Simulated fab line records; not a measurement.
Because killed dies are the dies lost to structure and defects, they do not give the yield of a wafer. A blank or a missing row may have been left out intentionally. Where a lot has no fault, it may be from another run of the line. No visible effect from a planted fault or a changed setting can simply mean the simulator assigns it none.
fab line records | flow n5-finfet
record lots=9 wafers=27 last-day=19
route steps=1938 shown HKMG_FIN@406 BEOL_M4@1111 PASSIVATION@1936
lots that met no fault: from a run of the same line without faults
start-h: hours from the record's first day to the start of the lot's first wafer shown | wait-h: hours since the lot's step before | " as in the row above | L1.1+2: a row that stands for several wafers | - no value, or no start given | * or withheld: withheld | < > ~ a bound
route shown NAME@n: a module of which the file shows steps, and the number in the route of the first | usual: mean and standard deviation over wafers with no fault | same: alike in all rows | chamber/n: place in a boat | sites: each site's reading | _std_site: standard deviation of those values | _edge_site: mean of outer sites minus mean of inner sites | radius-mm: how far each site lies from the wafer's centre | mask NAME#n: copy n | behind: the tool/chamber that last shaped the wafer | hold: reason for holding the lot/hours on hold/outcome of the hold | device: the transistor (n, p or np) that didn't switch | end of line: the route-end tests of the same wafers | a step given without rows: its recipe and nothing more | killed: dies lost to structure and defects at the first sort, not the wafer's yield | map: shows each die of a wafer: x if killed, . if not, _ if none is there
set.NAME: the setting the step ran with; set.NAME@STEP: the setting that earlier step ran with | model.NAME: the simulator's own value behind a step, which no gauge read
route steps across a sampled set of lots; one table per step, one row per wafer
services: a tool's chamber out of use, with start hour (start-h, from the record's first day; less than 0 if before it), hours out, and reason
## steps
# step N5_HKMG_FIN_ETCH_58
# recipe chemistry=N2/H2 target=SOC target-depth-a=2158 ion-energy-ev=50 bias-w=13 time-s=741 pressure-mtorr=30 source-w=875 n2-flow-sccm=200 h2-flow-sccm=200
# usual chamber-pressure-mTorr=30.00/0.031 drypump-motor-current-A=5.8/0.49 oes-product-au=0.81/0.085 rf-vpp-V=99.1/0.98 showerhead-plenum-p-Torr=2.53/0.097 throttle-valve-pct=17.73/0.23
# columns lot.wafer tool chamber start-h wait-h chamber-pressure-mTorr drypump-motor-current-A oes-product-au rf-hours-counter-h rf-vpp-V showerhead-plenum-p-Torr throttle-valve-pct
L708.1 rie-diel-01 0 86.94 0.0 29.99 6.2 0.80 111 97.8 2.45 17.72
L708.2 " 3 " " 29.97 5.1 0.80 129 98.1 2.33 17.40
L708.6 " 1 " " 30.02 6.5 0.91 - 100.1 2.51 17.47
L711.2 rie-diel-05 2 94.80 0.0 30.00 5.6 0.79 161 100.0 2.65 17.90
L711.3 " 2 " " 29.98 5.6 0.79 - 98.5 2.65 17.90
L711.6 " 3 " " 30.04 5.6 0.68 - 97.4 2.49 17.70
L710.4 rie-diel-05 2 98.35 0.2 30.02 5.6 0.79 - 100.0 2.65 17.91
L710.5 " 2 " " 29.99 5.6 0.80 - 100.6 2.65 17.90
L710.6 " 0 " " 29.99 5.4 0.92 - 100.7 2.59 17.58
L713.2 rie-diel-05 1 110.24 0.0 30.01 6.2 0.68 247 98.7 2.49 17.88
L713.4 " 0 " " 30.02 5.3 0.88 - 98.7 2.59 17.58
L713.5 " 3 " " 29.97 5.6 0.67 - 99.0 2.49 17.71
L715.1 rie-diel-01 2 123.26 0.0 30.00 5.4 0.72 185 99.1 2.63 17.85
L715.3 " 3 " " 29.98 5.1 0.78 144 98.4 2.33 17.44
L715.4 " 0 " " 30.04 6.2 0.78 125 99.9 2.44 17.77
L718.1 rie-diel-05 2 140.59 0.0 30.04 5.6 0.78 177 98.7 2.65 17.92
L718.4 " 2 " " 30.03 5.7 0.77 - 99.3 2.65 17.93
L718.6 " 1 " " 29.97 6.2 0.99 - 99.1 2.48 17.46
L727.1 rie-diel-01 2 194.11 0.0 30.05 5.4 0.70 210 99.7 2.62 17.92
L727.3 " 3 " " 29.99 5.1 0.76 168 97.2 2.32 17.46
L727.4 " 1 " " 30.01 6.5 0.85 55 98.8 2.50 17.57
L729.2 rie-diel-05 3 205.97 0.0 29.99 5.5 0.92 14 99.7 2.48 17.30
L729.5 " 3 " " 30.02 5.5 0.93 - 98.5 2.48 17.28
L729.6 " 2 " " 29.98 5.6 0.76 - 99.4 2.64 17.96
L730.1 rie-diel-01 3 210.36 0.0 30.00 5.1 0.74 172 97.7 2.31 17.49
L730.5 " 2 " " 30.05 5.4 0.70 - 99.5 2.62 17.89
L730.6 " 3 " " 30.03 5.1 0.74 - 99.3 2.31 17.47
# step N5_HKMG_FIN_CVD_62
# recipe material=a-Si target-thk-a=30 temp-c=500 precursor=Si2H6 pressure-torr=1 time-s=20.8
# usual heater-power-w=1395/120
# columns lot.wafer tool chamber start-h wait-h heater-power-w
L708.1 thermal-cvd-si-01 1 88.37 0.2 1439
L708.2 " 0 " " 1595
L708.6 " 2 " " 1453
L711.2 thermal-cvd-si-01 2 96.47 0.2 1468
L711.3 " 1 " " 1401
L711.6 " 1 " " 1429
L710.4 thermal-cvd-si-02 2 99.85 0.2 1437
L710.5 " 1 " " 1198
L710.6 " 0 " " 1237
L713.2 thermal-cvd-si-01 0 111.66 0.2 1560
L713.4 " 1 " " 1435
L713.5 " 2 " " 1440
L715.1 thermal-cvd-si-02 0 124.69 0.2 1305
L715.3 " 2 " " 1423
L715.4 " 1 " " 1156
L718.1 thermal-cvd-si-01 1 142.02 0.2 1439
L718.4 " 1 " " 1458
L718.6 " 0 " " 1524
L727.1 thermal-cvd-si-02 0 195.53 0.2 1321
L727.3 " 1 " " 1181
L727.4 " 1 " " 1200
L729.2 thermal-cvd-si-02 2 207.40 0.2 1413
L729.5 " 1 " " 1212
L729.6 " 2 " " 1409
L730.1 thermal-cvd-si-01 2 211.79 0.2 1435
L730.5 " 0 " " 1582
L730.6 " 2 " " 1394
# step N5_HKMG_FIN_INSPECT_14
# recipe mode=adi inspect-instrument=macro
# usual raw-defect-count=1.9/1.3
# columns lot.wafer tool chamber start-h wait-h raw-defect-count
L708.1 defect-inspect-01 - 89.97 0.0 2
L708.2 " - " " 5
L708.6 " - " " 2
L711.2 defect-inspect-01 - 98.08 0.0 1
L711.3 " - " " 2
L711.6 " - " " 1
L710.4 defect-inspect-02 - 101.50 0.0 3
L710.5 " - " " 2
L710.6 " - " " 0
L713.2 defect-inspect-01 - 113.27 0.0 2
L713.4 " - " " 1
L713.5 " - " " 4
L715.1 defect-inspect-01 - 126.39 0.0 2
L715.3 " - " " 2
L715.4 " - " " 3
L718.1 defect-inspect-01 - 143.63 0.0 2
L718.4 " - " " 1
L718.6 " - " " >300
L727.1 defect-inspect-02 - 197.16 0.0 3
L727.3 " - " " 1
L727.4 " - " " 1
L729.2 defect-inspect-02 - 209.02 0.0 2
L729.5 " - " " 3
L729.6 " - " " 1
L730.1 defect-inspect-01 - 214.17 0.0 3
L730.5 " - " " 0
L730.6 " - " " 2
# step N5_HKMG_FIN_STRIP_92
# recipe chemistry=N2/H2 material=SOC time-s=20 power-w=500 temp-c=40 pressure-mtorr=50 rf-frequency-hz=6e+07 bias-power-w=8 h2-frac=0.5 n2-flow-sccm=300 h2-flow-sccm=300
# usual chamber-pressure-mTorr=50.00/0.047 drypump-motor-current-A=5.9/0.51 oes-product-au=0.81/0.081 rf-vpp-V=54.1/0.88 showerhead-plenum-p-Torr=3.33/0.12 throttle-valve-pct=18.9/0.33
# columns lot.wafer tool chamber start-h wait-h chamber-pressure-mTorr drypump-motor-current-A oes-product-au rf-hours-counter-h rf-vpp-V showerhead-plenum-p-Torr throttle-valve-pct
L708.1 rie-diel-01 2 90.75 0.1 50.03 5.4 0.73 172 53.6 3.48 19.1
L708.2 " 3 " " 49.96 5.2 0.78 132 53.2 3.09 18.4
L708.6 " 0 " " 50.01 6.2 0.79 - 53.1 3.24 18.7
L711.2 rie-diel-01 0 98.59 0.1 49.98 6.2 0.79 116 53.5 3.23 18.7
L711.3 " 3 " " 49.99 5.1 0.78 135 54.5 3.09 18.4
L711.6 " 1 " " 50.05 6.5 0.89 - 53.7 3.32 18.8
L710.4 rie-diel-01 0 102.53 0.1 50.03 6.2 0.79 118 53.8 3.23 18.7
L710.5 " 2 " " 50.02 5.4 0.73 - 54.3 3.48 19.1
L710.6 " 3 " " 50.05 5.2 0.79 - 53.4 3.09 18.4
L713.2 rie-diel-05 1 113.75 0.1 49.99 6.2 0.67 249 54.1 3.29 19.1
L713.4 " 3 " " 50.11 5.6 0.67 - 51.7 3.29 18.9
L713.5 " 1 " " 49.98 6.2 0.69 - 56.0 3.29 19.1
L715.1 rie-diel-03 3 126.90 0.1 49.94 5.6 0.70 218 53.6 3.46 19.6
L715.3 " 1 " " 49.95 6.5 0.90 25 54.4 3.43 18.7
L715.4 " 0 " " 49.97 6.0 0.85 53 53.7 3.28 19.6
L718.1 rie-diel-03 1 144.11 0.1 49.95 6.5 0.89 30 55.2 3.42 18.7
L718.4 " 0 " " 49.91 6.0 0.84 58 52.5 3.28 19.6
L718.6 " 2 " " 50.02 6.7 0.87 - 54.1 3.41 18.8
L727.1 rie-diel-05 3 197.64 0.1 49.96 5.6 0.93 11 54.7 3.28 18.5
L727.3 " 1 " " 50.03 6.2 0.92 25 53.6 3.27 18.7
L727.4 " 2 " " 50.04 5.6 0.76 200 54.3 3.48 19.2
L729.2 rie-diel-05 1 209.50 0.1 49.95 6.2 0.90 29 53.6 3.27 18.7
L729.5 " 2 " " 50.10 5.6 0.74 - 53.1 3.48 19.2
L729.6 " 3 " " 49.97 5.6 0.92 - 53.4 3.28 18.5
L730.1 rie-diel-05 3 214.65 0.1 49.98 5.6 0.91 17 54.8 3.28 18.5
L730.5 " 0 " " 49.95 5.4 0.83 - 53.3 3.40 19.0
L730.6 " 1 " " 50.01 6.2 0.90 - 54.6 3.27 18.7
# step N5_HKMG_FIN_ALD_91
# recipe material=TiN target-thk-a=10 temp-c=400 ald-precursor-family=TiCl4 ald-co-reactant=NH3 pulse-time-s=1 purge-time-s=3 co-reactant-purge-time-s=2 co-reactant-pulse-time-s=2 ald-cycles=47 pressure-torr=3
# usual heater-power-w=875/86 precursor-pulse-height-rel=0.999/0.021
# same purge-time-s=3
# columns lot.wafer tool chamber start-h wait-h heater-power-w precursor-pulse-height-rel
L708.1 ald-metal-01 3 91.27 0.3 762 1.019
L708.2 " 2 " " 872 1.000
L708.6 " 2 " " 871 0.989
L711.2 ald-metal-01 2 99.12 0.3 894 0.976
L711.3 " 3 " " 761 0.995
L711.6 " 0 " " 839 1.006
L710.4 ald-metal-02 1 103.05 0.1 962 0.981
L710.5 " 3 " " 884 0.978
L710.6 " 0 " " 1003 0.988
L713.2 ald-metal-02 3 114.28 0.3 870 1.017
L713.4 " 2 " " 855 0.989
L713.5 " 3 " " 893 1.039
L715.1 ald-metal-01 3 127.44 0.3 788 0.991
L715.3 " 0 " " 843 0.975
L715.4 " 2 " " 869 1.009
L718.1 ald-metal-02 0 144.64 0.3 1044 1.003
L718.4 " 1 " " 960 1.001
L718.6 " 2 " " 876 1.024
L727.1 ald-metal-01 1 198.17 0.3 906 0.996
L727.3 " 3 " " 773 1.003
L727.4 " 2 " " 886 1.018
L729.2 ald-metal-01 3 210.03 0.3 770 1.006
L729.5 " 3 " " 785 0.974
L729.6 " 2 " " 869 0.989
L730.1 ald-metal-02 2 215.18 0.3 847 1.020
L730.5 " 0 " " 990 1.004
L730.6 " 2 " " 866 1.001
# step N5_BEOL_M4_RC_MEAS_101
# usual DIBL_N=36.0/1.7 DIBL_P=36.2/1.9 IOFF_N=0.154/0.028 IOFF_P=0.21/0.036 ION_N=675/11 ION_P=463/8.3 SS_N=71.4/0.63 SS_P=73.2/0.55 VT_N=250.2/3 VT_P=-251/3.7
# columns lot.wafer tool chamber start-h wait-h DIBL_N[mV/V] DIBL_P[mV/V] IOFF_N[nA/um] IOFF_P[nA/um] ION_N[uA/um] ION_P[uA/um] SS_N[mV/dec] SS_P[mV/dec] VT_N[mV] VT_P[mV]
L708.1 prober-01 0 197.44 0.0 35.0 33.2 0.116 0.17 670 455 71.2 73.0 252.2 -252
L708.2 " 0 " " 38.3 38.5 0.186 0.26 688 474 72.9 73.9 245.6 -247
L708.6 " 0 " " 39.0 38.7 0.196 0.26 700 477 72.4 73.9 245.2 -246
L711.2 prober-02 0 239.69 0.2 37.7 38.6 0.180 0.23 685 477 71.5 73.7 249.5 -247
L711.3 " 0 " " 38.0 38.8 0.185 0.23 679 467 72.4 73.4 246.9 -248
L711.6 " 0 " " 34.4 34.9 0.128 0.17 671 462 71.1 72.3 252.7 -250
L710.4 prober-02 0 244.44 0.5 32.7 32.2 0.103 0.16 668 463 70.7 72.2 255.7 -256
L710.5 " 0 " " 35.9 34.8 0.140 0.19 672 457 70.7 73.0 251.5 -255
L710.6 " 0 " " 36.7 36.0 0.152 0.20 678 458 70.6 73.6 250.0 -251
L713.2 prober-02 0 264.84 0.2 34.7 35.6 0.134 0.18 666 460 71.4 72.7 252.2 -252
L713.4 " 0 " " 35.7 36.4 0.155 0.20 679 461 71.4 72.8 248.9 -251
L713.5 " 0 " " 35.7 36.5 0.146 0.19 674 465 71.2 72.5 249.6 -251
L715.1 prober-01 0 276.31 0.0 32.5 32.9 0.102 0.15 657 452 70.8 71.7 255.7 -254
L715.3 " 0 " " 35.8 37.7 0.158 0.21 673 465 71.1 73.0 249.3 -248
L715.4 " 0 " " 33.1 34.8 0.113 0.17 662 463 70.6 72.3 252.1 -254
L718.1 prober-01 0 297.52 0.0 38.1 39.2 0.194 0.22 699 468 71.7 73.8 248.7 -251
L718.4 " 0 " " 36.0 36.2 0.148 0.17 669 449 71.4 73.2 251.7 -256
L718.6 " 0 " " 37.3 37.9 0.170 0.20 677 454 71.6 73.6 249.3 -255
L727.1 prober-01 0 342.37 0.0 35.8 35.9 0.150 0.18 663 453 71.1 72.5 251.4 -251
L727.3 " 0 " " 36.0 36.7 0.158 0.20 665 462 71.2 72.8 247.5 -249
L727.4 " 0 " " 39.1 38.8 0.214 0.23 697 468 71.9 73.2 244.7 -251
L729.2 prober-01 0 344.31 0.2 36.7 35.6 0.158 0.24 666 465 71.5 73.4 252.7 -247
L729.5 " 0 " " 37.2 37.2 0.174 0.26 677 471 71.2 73.7 247.7 -243
L729.6 " 0 " " 36.0 34.8 0.164 0.23 686 477 71.5 73.0 248.4 -247
L730.1 prober-02 0 347.04 0.0 36.1 36.9 0.145 0.21 660 455 71.4 73.0 253.2 -253
L730.5 " 0 " " 35.9 34.8 0.148 0.19 662 456 71.4 72.7 252.0 -252
L730.6 " 0 " " 37.9 39.6 0.192 0.25 697 471 72.3 73.9 247.7 -249
# step N5_PASSIVATION_PROBE_49
# usual defect-limited-yield=90.9/1.4 killed_at_M0_to_M3=38/11 killed_at_M4_up=13/5.9 killed-at-contacts=14/6.4 killed-at-front-end=38/11 killed-at-other=3.3/2.5 killed-dies=107/16 killed-open=70/12 killed-short=35/7.7 sort_bin_5_function=5.3/0.94 sort_bin_6_memory=3.5/0.7 sort_bin_8_speed=0.00/0.007 sort-n-pass=1073/16 sort-yield-pct=90.9/1.4
# same gross-dies=1180 killed-at-back-side=0 sort_bin_4_leakage[%]=0
# columns lot.wafer tool chamber start-h wait-h defect-limited-yield[%] killed_at_M0_to_M3 killed_at_M4_up killed-at-contacts killed-at-front-end killed-at-other killed-dies killed-open killed-short sort_bin_5_function[%] sort_bin_6_memory[%] sort_bin_8_speed[%] sort-n-pass sort-yield-pct[%]
L718.1 prober-01 - 407.03 0.0 89.7 41 22 20 37 2 122 82 40 5.3 5.1 0 1058 89.7
L718.4 prober-01 - 407.18 0.2 90.1 55 18 14 29 1 117 80 37 6.4 3.4 0 1063 90.1
L718.6 prober-01 - 407.28 0.3 77.8 41 19 17 181 4 262 76 31 13.1 4.2 0 918 77.8
L729.2 prober-01 - 463.96 0.1 90.3 56 6 8 39 5 114 81 33 5.6 3.6 0 1066 90.3
L729.5 prober-01 - 464.11 0.2 90.6 51 11 16 29 4 111 82 28 5.4 3.6 0 1069 90.6
L729.6 prober-01 - 464.16 0.3 90.3 47 12 18 38 0 115 79 36 6.0 3.1 0 1065 90.3
L727.1 prober-01 - 464.21 0.0 91.9 30 13 19 27 6 95 62 31 5.3 2.5 0 1085 91.9
L727.3 prober-01 - 464.31 0.1 92.1 29 4 14 41 5 93 63 30 4.5 3.2 0 1087 92.1
L727.4 prober-01 - 464.36 0.2 91.3 25 14 24 36 4 103 75 28 4.7 3.2 0 1077 91.3
L730.1 prober-01 - 464.51 0.2 90.1 29 16 24 46 2 117 75 42 5.8 3.9 0 1063 90.1
L730.5 prober-01 - 464.71 0.4 92.1 40 12 18 20 3 93 56 36 5.1 2.7 0 1087 92.1
L730.6 prober-01 - 464.76 0.5 90.2 45 15 14 41 1 116 76 40 5.8 3.7 0 1064 90.2
# killed by level:class
L718.1 MOL_CONTACT_COAG:geometric-particle:open=14 DUMMY_GATE:geometric-particle:open=10 BEOL_M3:geometric-particle:open=10 BEOL_M4:geometric-particle:open=10 BEOL_M2:geometric-particle:open=7 MOL_CONTACT_COAG:geometric-particle:short=6 BEOL_M0_SAQP:geometric-particle:short=6 STI_FIN_REVEAL:geometric-particle:open=5
L718.4 MOL_CONTACT_COAG:geometric-particle:open=12 BEOL_M0:geometric-particle:open=12 BEOL_M4:geometric-particle:open=12 BEOL_M3:geometric-particle:open=11 BEOL_M0_SAQP:geometric-particle:open=10 GATE_CUT:geometric-particle:short=8 BEOL_M0_SAQP:geometric-particle:short=7 BEOL_M2:geometric-particle:open=7
L718.6 HKMG_FIN:unspecified=155 MOL_CONTACT_COAG:geometric-particle:open=13 FIN_SAQP:geometric-particle:short=10 BEOL_M2:geometric-particle:open=9 FIN_SAQP:geometric-particle:open=8 BEOL_M3:geometric-particle:open=8 BEOL_M0_SAQP:geometric-particle:open=7 BEOL_M0:geometric-particle:open=5
L729.2 BEOL_M1:geometric-particle:open=18 STI_FIN_REVEAL:geometric-particle:open=15 MOL_CONTACT_COAG:geometric-particle:open=8 BEOL_M3:geometric-particle:open=8 BEOL_M0_SAQP:geometric-particle:short=8 BEOL_M0_SAQP:geometric-particle:open=8 BEOL_M2:geometric-particle:open=6 GATE_CUT:geometric-particle:short=6
L729.5 BEOL_M1:geometric-particle:open=15 MOL_CONTACT_COAG:geometric-particle:open=12 BEOL_M3:geometric-particle:open=11 STI_FIN_REVEAL:geometric-particle:open=7 BEOL_M2:geometric-particle:open=7 DUMMY_GATE:geometric-particle:open=6 BEOL_M0_SAQP:geometric-particle:short=6 BEOL_M0_SAQP:geometric-particle:open=5
L729.6 STI_FIN_REVEAL:geometric-particle:open=14 MOL_CONTACT_COAG:geometric-particle:open=12 BEOL_M3:geometric-particle:open=12 BEOL_M1:geometric-particle:open=10 MOL_CONTACT_COAG:geometric-particle:short=6 BEOL_M0_SAQP:geometric-particle:open=6 BEOL_M1:geometric-particle:short=6 BEOL_M0_SAQP:geometric-particle:short=5
L727.1 MOL_CONTACT_COAG:geometric-particle:open=18 STI_FIN_REVEAL:geometric-particle:open=7 FIN_SAQP:geometric-particle:open=6 BEOL_M0_SAQP:geometric-particle:short=5 BEOL_M0:geometric-particle:open=5 BEOL_M2:geometric-particle:short=5 BEOL_M4:geometric-particle:open=4 GATE_CUT:geometric-particle:short=4
L727.3 FIN_SAQP:geometric-particle:open=12 MOL_CONTACT_COAG:geometric-particle:open=12 FIN_SAQP:geometric-particle:short=8 STI_FIN_REVEAL:geometric-particle:open=8 BEOL_M0_SAQP:geometric-particle:short=6 BEOL_M1:geometric-particle:open=6 BEOL_M0_SAQP:geometric-particle:open=5 STARTING-WAFER:geometric-particle:open=4
L727.4 MOL_CONTACT_COAG:geometric-particle:open=23 STI_FIN_REVEAL:geometric-particle:open=17 BEOL_M1:geometric-particle:open=10 FIN_SAQP:geometric-particle:short=7 STI_FIN_REVEAL:geometric-particle:short=6 BEOL_M4:geometric-particle:open=4 FIN_SAQP:geometric-particle:open=3 BEOL_M0_SAQP:geometric-particle:short=3
L730.1 MOL_CONTACT_COAG:geometric-particle:open=23 FIN_SAQP:geometric-particle:short=14 BEOL_M3:geometric-particle:open=9 DUMMY_GATE:geometric-particle:open=8 GATE_CUT:geometric-particle:short=6 BEOL_M0_SAQP:geometric-particle:open=5 BEOL_M4:geometric-particle:short=5 BEOL_M4:geometric-particle:open=5
L730.5 BEOL_M0_SAQP:geometric-particle:short=13 MOL_CONTACT_COAG:geometric-particle:open=12 BEOL_M0_SAQP:geometric-particle:open=8 MOL_CONTACT_COAG:geometric-particle:short=6 FIN_SAQP:geometric-particle:short=5 BEOL_M0:geometric-particle:open=5 BEOL_M3:geometric-particle:open=5 STI_FIN_REVEAL:geometric-particle:open=4
L730.6 BEOL_M3:geometric-particle:open=11 MOL_CONTACT_COAG:geometric-particle:open=10 BEOL_M0_SAQP:geometric-particle:open=8 BEOL_M0_SAQP:geometric-particle:short=8 STI_FIN_REVEAL:geometric-particle:open=7 BEOL_M4:geometric-particle:open=7 FIN_SAQP:geometric-particle:short=6 DUMMY_GATE:geometric-particle:open=6
## services
# columns tool chamber start-h hours kind
ald-metal-01 0 74.13 4.7 repair
ald-metal-02 0 78.36 4.6 repair
rie-diel-05 1 84.10 21.9 repair
thermal-cvd-si-02 - 87.07 0.6 repair
ald-metal-01 0 88.47 3.5 repair
rie-diel-05 3 96.30 1.8 repair
rie-diel-05 2 100.11 16.3 repair
rie-diel-05 1 116.46 - clean
rie-diel-05 1 116.46 - consumable-replace:focus-ring
rie-diel-05 3 119.45 6.4 repair
rie-diel-05 3 134.83 - clean
rie-diel-05 3 134.83 - consumable-replace:focus-ring
rie-diel-05 3 134.83 29.9 scheduled-down
rie-diel-05 3 134.83 29.9 vent-cycle
rie-diel-03 2 157.49 2.7 repair
thermal-cvd-si-02 1 168.09 19.4 repair
ald-metal-02 2 183.39 4.4 repair
ald-metal-02 3 196.45 26.9 repair
ald-metal-02 2 208.75 6.2 repair
## key
first-sign step=N5_HKMG_FIN_INSPECT_14 reading=raw-defect-count direction=up sigmas=99+ usual=1.9 struck=>300
effect step=N5_PASSIVATION_PROBE_49 reading=killed-at-front-end direction=up sigmas=13 usual=38 struck=181
more-kills-born-at N5_HKMG_FIN_CVD_62@thermal-cvd-si-01=155
met-at N5_HKMG_FIN_CVD_62
struck-lots L718
struck-wafers L718.6
not-acting-at N5_HKMG_FIN_ETCH_58,N5_HKMG_FIN_STRIP_92,N5_HKMG_FIN_ALD_91
onset-between 111.66 142.02
fault kind=chamber-particle-source tool=thermal-cvd-si-01 chamber=0 onset-h=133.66 steps=N5_HKMG_FIN_CVD_62 rate-per-visit-cm2=2.1407 end-h=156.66
